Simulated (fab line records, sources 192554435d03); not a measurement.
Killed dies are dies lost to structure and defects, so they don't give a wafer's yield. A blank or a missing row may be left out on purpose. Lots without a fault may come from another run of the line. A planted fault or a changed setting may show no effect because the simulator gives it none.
Split-lot experiment | flow n5_finfet | 7 lots, 21 wafers read, on a route of 1938 steps

THE SPLIT
At N5_BEOL_M13_TRENCH_ETCH_34 (etches SiOC in C4F8/O2/Ar, target depth 413.47 nm, time 162.6 s), the setting time_s was moved away from the recipe's 162.6 s on 4 of the 21 wafers read, by -21.0% to -6.2%. The other wafers ran this setting at the recipe's value.

FROM THE SPLIT TO THE READING: what the file shows between them, 9 steps
- N5_BEOL_M13_STRIP_70: strips in C4F8/O2/Ar
- N5_BEOL_M13_OCD_MEAS_35
- N5_BEOL_M13_STRIP_37: strips in N2/H2
- N5_BEOL_M13_ETCH_38: etches SiCN in CF4/N2, target depth 67.5 nm, time 71.9 s
- N5_BEOL_M13_ECD_47: material Cu, target thk 936 nm
- N5_BEOL_M13_ANNEAL_48: time 90 s
- N5_BEOL_M13_CMP_49: polishes, stops on SiOC, t overpolish 17.1 s, target thk 420 nm
- N5_BEOL_M13_PRE_CLEAN_52: time 15 s
- N5_BEOL_M13_DEP_53: deposits SiCN from 3MS/NH3, target thk 50 nm, time 17.8 s

THE READING
M13_RS, in ohm/sq, at N5_BEOL_M13_RS_MEAS_54 (measures by four-point-probe). Fault-free wafers of this fab line usually give 0.0450 ohm/sq, standard deviation 0.00083 ohm/sq.

wafer  | tool, chamber at the split | time_s as run, s | against the recipe | M13_RS, ohm/sq | against lot-mates on the recipe
L074.2 | rie_diel-05, 0             | 162.6            | recipe             | 0.0460         | -
L074.4 | rie_diel-05, 3             | 162.6            | recipe             | 0.0445         | -
L074.5 | rie_diel-05, 3             | 146              | -10.2%             | 0.0504         | +0.0052
L079.1 | rie_diel-05, 2             | 152.5            | -6.2%              | 0.0481         | +0.0034
L079.2 | rie_diel-05, 3             | 162.6            | recipe             | 0.0449         | -
L079.6 | rie_diel-05, 3             | 162.6            | recipe             | 0.0445         | -
L086.2 | rie_diel-05, 2             | 128.5            | -21.0%             | 0.0580         | +0.0126
L086.5 | rie_diel-05, 3             | 128.5            | -21.0%             | 0.0566         | +0.0112
L086.6 | rie_diel-05, 2             | 162.6            | recipe             | 0.0454         | -
L088.2 | rie_diel-03, 0             | 162.6            | recipe             | 0.0456         | -
L088.4 | rie_diel-03, 0             | 162.6            | recipe             | 0.0461         | -
L088.6 | rie_diel-03, 1             | 162.6            | recipe             | 0.0434         | -
L087.1 | rie_diel-05, 2             | 162.6            | recipe             | 0.0451         | -
L087.3 | rie_diel-05, 1             | 162.6            | recipe             | 0.0459         | -
L087.4 | rie_diel-05, 0             | 162.6            | recipe             | 0.0439         | -
L090.3 | rie_diel-02, 3             | 162.6            | recipe             | 0.0440         | -
L090.5 | rie_diel-02, 2             | 162.6            | recipe             | 0.0462         | -
L090.6 | rie_diel-02, 1             | 162.6            | recipe             | 0.0455         | -
L089.1 | rie_diel-05, 0             | 162.6            | recipe             | 0.0436         | -
L089.3 | rie_diel-05, 3             | 162.6            | recipe             | 0.0445         | -
L089.5 | rie_diel-05, 1             | 162.6            | recipe             | 0.0453         | -

THE FIT
A straight line over all 21 wafers: M13_RS changes by -0.000581 ohm/sq for each +1% of time_s; r = -0.98; the points scatter about the line by 0.00087 ohm/sq.
The same after taking each lot's own level away (the mean of its wafers on the recipe; 21 wafers): -0.000561 ohm/sq for each +1%; r = -0.98; scatter 0.00082 ohm/sq.
On that fit, the largest move of time_s shifts the reading by 0.012 ohm/sq.
The lots' own levels span 0.04447 to 0.04540 ohm/sq, that is 1.1 times the standard deviation above.
So the lot-to-lot level changes the slope little: the two slopes agree.
Check: with one of the wafers moved furthest among these (-21.0%) left out of the fit, the line predicts +0.0111 ohm/sq for it against its lot-mates. It came out at +0.0126 ohm/sq against them.

OTHER SPLITS ON THESE WAFERS
These wafers also went through other splits before the reading. Each is held against what the fit with the lots' levels taken away leaves over:
other split on the same wafers | wafers away from the commonest value | r with M13_RS (lot level and that fit taken away)
N5_BEOL_M12_SPUTTER_44 power_w | 4                                    | +0.23

THE WHOLE CHAIN: every reading that the file lists as answering this split, in the file's order
step                       | what it does                                                    | reading                                                                       | change (the file's fit)               | r (the file's)
N5_BEOL_M13_TRENCH_ETCH_34 | etches SiOC in C4F8/O2/Ar, target depth 413.47 nm, time 162.6 s | etch.depth_nm (the simulator's own value, which no gauge read)                | +4.07 nm for each +1% of the setting  | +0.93
N5_BEOL_M13_OCD_MEAS_35    |                                                                 | trench_depth_nm                                                               | +4.07 nm for each +1% of the setting  | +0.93
N5_BEOL_M13_CMP_49         | polishes, stops on SiOC, t overpolish 17.1 s, target thk 420 nm | Cu_of_BEOL_M13_ECD_47.thk_nm (the simulator's own value, which no gauge read) | +4.05 nm for each +1% of the setting  | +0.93
N5_BEOL_M13_RS_MEAS_54     | measures by four-point-probe                                    | M13_RS                                                                        | -0.000556 for each +1% of the setting | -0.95

THE FILE'S OWN FIT
M13_RS changes by -0.000556 ohm/sq for each +1% of time_s, r = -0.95.
